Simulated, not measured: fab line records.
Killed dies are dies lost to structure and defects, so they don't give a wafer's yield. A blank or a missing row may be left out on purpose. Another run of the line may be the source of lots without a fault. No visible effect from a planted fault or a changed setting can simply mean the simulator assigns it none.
The tool behind it: which one? ; flow nandHarc ; 22 lots, 66 wafers sampled, at 6 steps of a route of 1302

## WHAT THE GAUGES READ, wafer by wafer
The record lacks any reading of a measuring or inspecting step that a usual standard deviation could be used to judge.

## EACH LOT AND THE TOOL THAT RAN IT (in order: tool; ch and the chambers of the sampled wafers; start)
lot;NHARC_P_M2_ETCH_28;NHARC_P_BONDPAD_ETCH_24;NHARC_A_CHANNEL_HOLE_D1_ETCH_23;NHARC_A_CHANNEL_HOLE_D1_ETCH_25;NHARC_A_CHANNEL_FILL_D1_CMP_10;NHARC_A_CHANNEL_HOLE_D2_ETCH_21
L074;rieDiel-01 ch 1,2,3, day 8 13:44 or earlier;rieDiel-11 ch 0,1,2, day 8 13:44 or earlier;harEtch-01 ch 0,1, day 8 13:44;harEtch-01 ch 0,1, day 8 15:12;cmp-03 ch 0,1,3, day 10 21:25;harEtch-01 ch 0,1, day 13 09:22
L075;rieDiel-01 ch 0,1,2, day 8 21:31 or earlier;rieDiel-03 ch 0,1,3, day 8 21:31 or earlier;harEtch-02 ch 0,1, day 8 21:31;harEtch-02 ch 0,1, day 8 22:59;cmp-03 ch 0,1,3, day 11 05:50;harEtch-02 ch 0,1, day 13 11:42
L076;rieDiel-06 ch 0,2,3, day 9 19:14 or earlier;rieDiel-11 ch 1,2,3, day 9 19:14 or earlier;harEtch-02 ch 0,1, day 9 19:14;harEtch-02 ch 0,1, day 9 20:43;cmp-03 ch 0,1, day 12 01:29;harEtch-02 ch 0,1, day 14 08:47
L077;rieDiel-06 ch 0,3, day 7 15:29 or earlier;rieDiel-08 ch 0,2,3, day 7 15:29;harEtch-01 ch 0,1, day 9 21:15;harEtch-01 ch 0,1, day 9 22:46;cmp-01 ch 1,2,3, day 12 01:31;harEtch-01 ch 0,1, day 14 09:22
L078;rieDiel-06 ch 0,1,3, day 8 09:31 or earlier;rieDiel-08 ch 0,2,3, day 8 09:31;harEtch-02 ch 0,1, day 10 14:41;harEtch-02 ch 0,1, day 10 16:13;cmp-03 ch 2,3, day 12 19:50;harEtch-01 ch 0,1, day 15 10:56
L079;rieDiel-10 ch 0,1,2, day 10 09:08 or earlier;rieDiel-03 ch 0,1,2, day 10 09:08 or earlier;harEtch-01 ch 0,1, day 10 09:08;harEtch-01 ch 0,1, day 10 10:36;cmp-03 ch 0,1,3, day 12 14:39;harEtch-02 ch 0, day 15 09:29
L080;rieDiel-01 ch 0,1, day 11 03:56 or earlier;rieDiel-03 ch 0,1,2, day 11 03:56 or earlier;harEtch-02 ch 0,1, day 11 03:56;harEtch-02 ch 0,1, day 11 05:28;cmp-04 ch 0,1,3, day 13 08:19;harEtch-01 ch 0,1, day 15 23:27
L081;rieDiel-01 ch 1,2,3, day 11 03:32 or earlier;rieDiel-03 ch 1,2, day 11 03:32 or earlier;harEtch-01 ch 0,1, day 11 03:32;harEtch-01 ch 0,1, day 11 05:01;cmp-03 ch 2,3, day 13 08:19;harEtch-02 ch 0,1, day 16 01:48
L082;rieDiel-06 ch 0,1,2, day 9 22:05 or earlier;rieDiel-08 ch 0,3, day 9 22:05;harEtch-01 ch 0,1, day 11 23:31;harEtch-01 ch 0,1, day 12 01:01;cmp-04 ch 0,1,3, day 14 03:29;harEtch-02 ch 0,1, day 16 09:46
L085;rieDiel-06 ch 0,1,3, day 13 03:07 or earlier;rieDiel-11 ch 0,1,3, day 13 03:07 or earlier;harEtch-02 ch 0, day 13 03:07;harEtch-02 ch 0, day 13 04:37;cmp-03 ch 0,1,3, day 15 11:45;harEtch-02 ch 0,1, day 18 00:07
L086;rieDiel-01 ch 2,3, day 13 16:37 or earlier;rieDiel-08 ch 1,2,3, day 13 16:37 or earlier;harEtch-01 ch 0,1, day 13 16:37;harEtch-01 ch 0,1, day 13 18:10;cmp-01 ch 0,3, day 15 20:27;harEtch-02 ch 0,1, day 18 10:20
L087;rieDiel-06 ch 0,1,3, day 11 19:59 or earlier;rieDiel-08 ch 0,1,3, day 11 19:59;harEtch-02 ch 0,1, day 13 19:07;harEtch-02 ch 0,1, day 13 20:35;cmp-04 ch 1,2,3, day 15 20:27;harEtch-01 ch 0,1, day 18 08:27
L089;rieDiel-10 ch 1,2,3, day 14 18:29 or earlier;rieDiel-08 ch 1,3, day 14 18:29 or earlier;harEtch-02 ch 0,1, day 14 18:29;harEtch-02 ch 0,1, day 14 19:59;cmp-04 ch 0,2, day 16 22:19;harEtch-01 ch 0,1, day 19 14:46
L088;rieDiel-01 ch 0,2, day 14 14:11 or earlier;rieDiel-08 ch 2,3, day 14 14:11 or earlier;harEtch-02 ch 0,1, day 14 14:11;harEtch-02 ch 0,1, day 14 15:38;cmp-04 ch 1,2, day 16 19:14;harEtch-01 ch 0, day 19 10:32
L090;rieDiel-01 ch 0,1,2, day 13 13:03 or earlier;rieDiel-08 ch 2,3, day 13 13:03;harEtch-01 ch 0,1, day 15 16:00;harEtch-01 ch 0,1, day 15 17:28;cmp-01 ch 0,2, day 17 23:33;harEtch-02 ch 0,1, day 20 07:13
L091;rieDiel-01 ch 1,3, day 15 20:16 or earlier;rieDiel-08 ch 0,2,3, day 15 20:16 or earlier;harEtch-01 ch 0,1, day 15 20:16;harEtch-01 ch 0,1, day 15 21:46;cmp-03 ch 0,2,3, day 17 23:36;harEtch-01 ch 0,1, day 20 07:44
L092;rieDiel-10 ch 1,2,3, day 15 19:53 or earlier;rieDiel-03 ch 1,2,3, day 15 19:53 or earlier;harEtch-02 ch 0, day 15 19:53;harEtch-02 ch 0, day 15 22:49;cmp-04 ch 0,1,2, day 18 03:15;harEtch-02 ch 0,1, day 20 14:09
L093;rieDiel-01 ch 0,1,2, day 16 08:35 or earlier;rieDiel-11 ch 0,2,3, day 16 08:35 or earlier;harEtch-01 ch 0,1, day 16 08:35;harEtch-01 ch 0,1, day 16 10:05;cmp-01 ch 1,3, day 18 13:31;harEtch-01 ch 0,1, day 21 06:02
L095;rieDiel-10 ch 0,3, day 17 07:25 or earlier;rieDiel-11 ch 0,1,2, day 17 07:25 or earlier;harEtch-01 ch 0,1, day 17 07:25;harEtch-01 ch 0,1, day 17 08:58;cmp-03 ch 0,1,2, day 19 11:08;harEtch-02 ch 0,1, day 22 04:43
L094;rieDiel-01 ch 1,2,3, day 17 11:13 or earlier;rieDiel-11 ch 1,2,3, day 17 11:13 or earlier;harEtch-01 ch 0,1, day 17 11:13;harEtch-01 ch 0,1, day 17 12:40;cmp-03 ch 0,1,2, day 19 17:05;harEtch-01 ch 0,1, day 22 00:47
L096;rieDiel-10 ch 1,2, day 17 16:26 or earlier;rieDiel-08 ch 0,1,3, day 17 16:26 or earlier;harEtch-02 ch 0,1, day 17 16:26;harEtch-02 ch 0,1, day 17 17:55;cmp-03 ch 0,3, day 19 23:10;harEtch-01 ch 1, day 22 04:53
L097;rieDiel-06 ch 2,3, day 18 13:51 or earlier;rieDiel-11 ch 2,3, day 18 13:51 or earlier;harEtch-01 ch 0,1, day 18 13:51;harEtch-01 ch 0,1, day 18 15:22;cmp-01 ch 0,2,3, day 20 17:27;harEtch-01 ch 0,1, day 22 21:43
- NHARC_P_M2_ETCH_28: etches the open film in CF4/N2, target depth 30 nm, time 72.99 s.
- NHARC_P_BONDPAD_ETCH_24: etches the open film in CF4/N2, target depth 30 nm, time 72.99 s.
- NHARC_A_CHANNEL_HOLE_D1_ETCH_23: etches the open film in C4F8/O2/Ar, time 819 s, target depth 1600 nm.
- NHARC_A_CHANNEL_HOLE_D1_ETCH_25: etches the open film in C4F8/O2/Ar, time 1040.2 s, target depth 1500 nm.
- NHARC_A_CHANNEL_FILL_D1_CMP_10: polishes, target thk 150 nm.
- NHARC_A_CHANNEL_HOLE_D2_ETCH_21: etches the open film in C4F8/O2/Ar, time 514.3 s, target depth 1600 nm.

## WHAT THE TOOLS THEMSELVES READ (means of the sampled wafers that have a number; where no wafer has one, the mark that the record gives instead)
NHARC_P_M2_ETCH_28.
lot;tool;drypumpMotorCurrentA (A);oesProductAu (a.u.);rfVppV (V);showerheadPlenumPTorr (Torr);throttleValvePct (%)
L074;rieDiel-01;5.5;0.998;313.7;2.60;19.798
L075;rieDiel-01;5.5;1.005;313.8;2.61;19.798
L076;rieDiel-06;5.9;1.000;313.3;2.61;19.801
L077;rieDiel-06;5.9;1.001;315.4;2.68;19.794
L078;rieDiel-06;5.8;1.000;315.0;2.69;19.799
L079;rieDiel-10;5.8;0.993;315.4;2.70;19.796
L080;rieDiel-01;5.3;1.004;315.0;2.66;19.794
L081;rieDiel-01;5.5;1.002;312.9;2.60;19.795
L082;rieDiel-06;6.1;0.998;315.7;2.64;19.791
L085;rieDiel-06;5.8;0.999;314.4;2.68;19.797
L086;rieDiel-01;5.7;0.992;312.8;2.56;19.802
L087;rieDiel-06;5.8;1.009;314.8;2.68;19.797
L089;rieDiel-10;5.6;1.003;314.0;2.61;19.794
L088;rieDiel-01;5.6;1.001;312.9;2.57;19.793
L090;rieDiel-01;5.5;1.003;313.9;2.61;19.786
L091;rieDiel-01;5.2;1.002;313.9;2.59;19.792
L092;rieDiel-10;5.6;1.002;315.1;2.61;19.801
L093;rieDiel-01;5.5;0.993;314.4;2.61;19.804
L095;rieDiel-10;5.9;1.000;315.5;2.74;19.799
L094;rieDiel-01;5.5;0.997;312.9;2.60;19.795
L096;rieDiel-10;5.6;1.009;313.9;2.62;19.792
L097;rieDiel-06;5.9;1.002;312.3;2.52;19.788

NHARC_P_BONDPAD_ETCH_24.
lot;tool;drypumpMotorCurrentA (A);oesProductAu (a.u.);rfVppV (V);showerheadPlenumPTorr (Torr);throttleValvePct (%)
L074;rieDiel-11;5.6;0.993;315.2;2.71;19.800
L075;rieDiel-03;5.9;0.993;314.1;2.63;19.796
L076;rieDiel-11;5.7;0.992;315.7;2.70;19.792
L077;rieDiel-08;5.7;0.996;314.9;2.68;19.801
L078;rieDiel-08;5.6;0.995;315.8;2.68;19.796
L079;rieDiel-03;5.5;0.980;315.8;2.70;19.802
L080;rieDiel-03;5.5;0.994;315.5;2.70;19.803
L081;rieDiel-03;5.7;0.977;315.4;2.70;19.799
L082;rieDiel-08;5.3;1.000;313.2;2.59;19.792
L085;rieDiel-11;5.9;0.998;314.0;2.63;19.801
L086;rieDiel-08;5.8;0.997;314.2;2.61;19.794
L087;rieDiel-08;5.6;1.002;314.4;2.59;19.803
L089;rieDiel-08;5.4;0.992;313.1;2.52;19.786
L088;rieDiel-08;5.4;0.995;313.1;2.61;19.798
L090;rieDiel-08;5.4;0.994;313.4;2.61;19.791
L091;rieDiel-08;5.7;1.008;315.7;2.68;19.795
L092;rieDiel-03;5.7;1.002;313.9;2.62;19.791
L093;rieDiel-11;5.5;0.996;315.2;2.65;19.795
L095;rieDiel-11;5.6;1.003;315.7;2.71;19.790
L094;rieDiel-11;5.7;0.998;315.2;2.69;19.791
L096;rieDiel-08;5.6;1.002;313.2;2.59;19.800
L097;rieDiel-11;5.3;1.001;315.6;2.72;19.790

NHARC_A_CHANNEL_HOLE_D1_ETCH_23.
lot;tool;drypumpMotorCurrentA (A);heBacksideLeakSccm (sccm);showerheadPlenumPTorr (Torr);throttleValvePct (%)
L074;harEtch-01;5.8;5.6;3.69;32.152
L075;harEtch-02;6.1;6.4;3.71;32.151
L076;harEtch-02;6.3;6.8;3.73;32.153
L077;harEtch-01;5.8;5.7;3.69;32.150
L078;harEtch-02;6.1;6.4;3.70;32.158
L079;harEtch-01;5.9;7.3;3.68;32.154
L080;harEtch-02;6.1;6.5;3.69;32.157
L081;harEtch-01;6.0;5.6;3.64;32.155
L082;harEtch-01;5.9;5.9;3.67;32.154
L085;harEtch-02;6.6;7.1;3.74;32.157
L086;harEtch-01;5.8;6.0;3.66;32.159
L087;harEtch-02;6.4;7.1;3.70;32.149
L089;harEtch-02;6.3;9.0;3.69;32.161
L088;harEtch-02;6.1;7.3;3.67;32.153
L090;harEtch-01;5.9;6.1;3.65;32.155
L091;harEtch-01;6.0;6.0;3.61;32.161
L092;harEtch-02;6.7;7.4;3.71;32.153
L093;harEtch-01;5.9;6.0;3.64;32.155
L095;harEtch-01;6.0;5.9;3.60;32.155
L094;harEtch-01;6.0;5.8;3.60;32.156
L096;harEtch-02;6.3;5.8;3.67;32.145
L097;harEtch-01;6.0;6.0;3.59;32.160

NHARC_A_CHANNEL_HOLE_D1_ETCH_25.
lot;tool;drypumpMotorCurrentA (A);heBacksideLeakSccm (sccm);showerheadPlenumPTorr (Torr);throttleValvePct (%)
L074;harEtch-01;5.9;5.6;3.69;32.239
L075;harEtch-02;6.1;6.8;3.70;32.236
L076;harEtch-02;6.4;6.9;3.73;32.234
L077;harEtch-01;5.9;5.8;3.68;32.232
L078;harEtch-02;6.1;6.7;3.69;32.237
L079;harEtch-01;5.9;5.8;3.67;32.234
L080;harEtch-02;6.1;6.6;3.69;32.233
L081;harEtch-01;6.0;5.6;3.64;32.237
L082;harEtch-01;5.9;5.9;3.67;32.229
L085;harEtch-02;6.6;7.1;3.73;32.239
L086;harEtch-01;5.9;6.0;3.65;32.234
L087;harEtch-02;6.3;6.9;3.69;32.236
L089;harEtch-02;6.4;7.1;3.69;32.240
L088;harEtch-02;6.1;6.8;3.66;32.233
L090;harEtch-01;5.8;5.9;3.64;32.235
L091;harEtch-01;6.0;5.9;3.61;32.231
L092;harEtch-02;6.6;7.3;3.70;32.231
L093;harEtch-01;5.9;6.2;3.63;32.232
L095;harEtch-01;6.1;7.9;3.59;32.230
L094;harEtch-01;6.0;7.1;3.59;32.232
L096;harEtch-02;6.3;5.6;3.67;32.231
L097;harEtch-01;6.0;6.2;3.58;32.236

NHARC_A_CHANNEL_FILL_D1_CMP_10.
lot;tool;motorCurrentA (A);timeToEndpointS (s)
L074;cmp-03;12.8;16.2
L075;cmp-03;13.0;13.4
L076;cmp-03;11.9;15.9
L077;cmp-01;12.2;16.2
L078;cmp-03;11.7;12.9
L079;cmp-03;13.0;15.6
L080;cmp-04;11.6;11.2
L081;cmp-03;11.9;12.7
L082;cmp-04;11.6;16.8
L085;cmp-03;13.4;14.5
L086;cmp-01;12.0;19.6
L087;cmp-04;12.4;15.4
L089;cmp-04;11.1;17.6
L088;cmp-04;12.1;13.4
L090;cmp-01;10.9;16.0
L091;cmp-03;12.0;12.9
L092;cmp-04;11.5;16.5
L093;cmp-01;13.8;14.4
L095;cmp-03;11.3;14.8
L094;cmp-03;11.5;15.8
L096;cmp-03;13.3;14.1
L097;cmp-01;11.5;15.0

NHARC_A_CHANNEL_HOLE_D2_ETCH_21.
lot;tool;drypumpMotorCurrentA (A);heBacksideLeakSccm (sccm);showerheadPlenumPTorr (Torr);throttleValvePct (%)
L074;harEtch-01;6.0;5.6;3.63;32.148
L075;harEtch-02;6.3;6.9;3.70;32.144
L076;harEtch-02;6.1;6.4;3.67;32.156
L077;harEtch-01;6.0;5.7;3.62;32.161
L078;harEtch-01;5.9;5.9;3.65;32.153
L079;harEtch-02;6.7;7.3;3.71;32.162
L080;harEtch-01;6.0;6.0;3.61;32.152
L081;harEtch-02;6.1;6.7;3.66;32.160
L082;harEtch-02;6.3;7.2;3.68;32.155
L085;harEtch-02;6.4;5.7;3.67;32.155
L086;harEtch-02;6.3;5.7;3.66;32.147
L087;harEtch-01;6.0;5.9;3.59;32.156
L089;harEtch-01;5.9;6.4;3.61;32.159
L088;harEtch-01;5.7;6.9;3.65;32.156
L090;harEtch-02;6.1;5.6;3.63;32.154
L091;harEtch-01;5.8;6.5;3.61;32.162
L092;harEtch-02;6.1;5.7;3.62;32.150
L093;harEtch-01;6.0;6.1;3.57;32.156
L095;harEtch-02;6.1;5.8;3.61;32.151
L094;harEtch-01;5.9;6.7;3.60;32.158
L096;harEtch-01;6.2;5.8;3.52;32.157
L097;harEtch-01;6.0;6.1;3.56;32.157

## THE ANSWER, worked out from the rows above alone
Rule: usual is defined by the lots themselves. Put in order of their means at a reading, lots are off if they are a third of the lots or fewer, leave a main group of 4 or more, and stand apart from it by a gap of 3 or more times the standard deviation of the main group's means; of several such gaps the widest counts. Not used: any main group whose means are identical at the precision the tables above print for the reading. A lot without any number at a reading at which 4 lots or more have one is off too. Any other lot the step has rows for is counted as sound. After the gauges, taken in route order, come the tools' own readings; for these a lot's mean is taken, as printed above. The first step at which some lot is off is used, and at that step the reading that is off furthest; a lot without a number counts as furthest.
Across all readings shown, no lot is off: no conclusion can be drawn from this.

## WHAT THE SIMULATOR HAD INSERTED
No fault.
